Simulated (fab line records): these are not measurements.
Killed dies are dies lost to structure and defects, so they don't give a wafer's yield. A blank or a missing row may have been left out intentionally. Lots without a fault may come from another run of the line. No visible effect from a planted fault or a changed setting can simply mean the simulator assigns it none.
Matching of chambers | flow n5-finfet | N5_BEOL_M8_DESCUM_33 on rie-diel-03 has 4 sister chambers
The step chemistry O2, time 7 s. 20 wafers are shown with their chamber, then 10 later ones without.

WAFERS WITH THEIR CHAMBER
wafer  | chamber | throttle-valve-pct (%) | showerhead-plenum-p-Torr (Torr) | drypump-motor-current-A (A)
L075.1 | 1       | 20.02                  | 2.04                            | 6.3
L075.5 | 3       | 20.63                  | 2.00                            | 5.9
L075.6 | 0       | 20.24                  | 2.04                            | 5.0
L080.1 | 0       | 20.26                  | 2.04                            | 5.0
L080.3 | 1       | 20.03                  | 2.04                            | 6.3
L080.5 | 3       | 20.64                  | 1.99                            | 5.9
L079.2 | 2       | 20.87                  | 2.18                            | 5.5
L079.3 | 0       | 20.24                  | 2.04                            | 5.0
L079.4 | 1       | 20.02                  | 2.04                            | 6.3
L081.1 | 1       | 20.03                  | 2.04                            | 6.3
L081.4 | 3       | 20.67                  | 1.99                            | 5.9
L081.6 | 1       | 20.04                  | 2.04                            | 6.3
L084.1 | 1       | 20.04                  | 2.03                            | 6.4
L084.4 | 2       | 20.90                  | 2.18                            | 5.5
L084.5 | 2       | 20.90                  | 2.18                            | 5.5
L085.1 | 3       | 20.66                  | 1.99                            | 5.9
L085.4 | 0       | 20.28                  | 2.03                            | 5.1
L085.6 | 1       | 20.05                  | 2.03                            | 6.4
L087.3 | 0       | 20.28                  | 2.03                            | 5.1
L087.4 | 2       | 20.90                  | 2.18                            | 5.5

SIGNATURES, as means of the wafers listed above
reading                  | chamber 0 | chamber 1 | chamber 2 | chamber 3 | scatter within a chamber
throttle-valve-pct       | 20.2600   | 20.0329   | 20.8925   | 20.6500   | 0.0158
showerhead-plenum-p-Torr | 2.0360    | 2.0371    | 2.1800    | 1.9925    | 0.0046
drypump-motor-current-A  | 5.040     | 6.329     | 5.500     | 5.900     | 0.0405
Rule: distance of a wafer from a chamber = root of the sum over the readings of ((wafer's reading minus chamber's mean) / reading's scatter) squared. If the next closest chamber is less than 2 further off than the closest, the wafer can't be placed; otherwise it belongs to the closest. How the scatter is found: for the shown wafers, subtract from each reading the mean of its chamber, square and add these, divide the total by (wafers less chambers), then take the root.

WAFERS WITHOUT THEIR CHAMBER
wafer  | throttle-valve-pct (%) | showerhead-plenum-p-Torr (Torr) | drypump-motor-current-A (A)
L087.6 | 20.65                  | 1.99                            | 5.9
L088.1 | 20.94                  | 2.18                            | 5.5
L088.2 | 20.67                  | 1.99                            | 5.9
L088.6 | 20.06                  | 2.03                            | 6.4
L092.1 | 20.06                  | 2.03                            | 6.3
L092.2 | 20.69                  | 1.98                            | 5.9
L092.3 | 20.92                  | 2.17                            | 5.5
L094.1 | 20.07                  | 2.03                            | 6.3
L094.4 | 20.92                  | 2.17                            | 5.5
L094.6 | 20.08                  | 2.03                            | 6.3

WHICH CHAMBER EACH ONE RAN IN
wafer  | from the rows above | in truth
L087.6 | 3                   | 3
L088.1 | 2                   | 2
L088.2 | 3                   | 3
L088.6 | 1                   | 1
L092.1 | 1                   | 1
L092.2 | 3                   | 3
L092.3 | 2                   | 2
L094.1 | 1                   | 1
L094.4 | 2                   | 2
L094.6 | 1                   | 1
10 of 10 placed correctly. From these rows, 0 cannot be placed. Placed wrongly: 0.
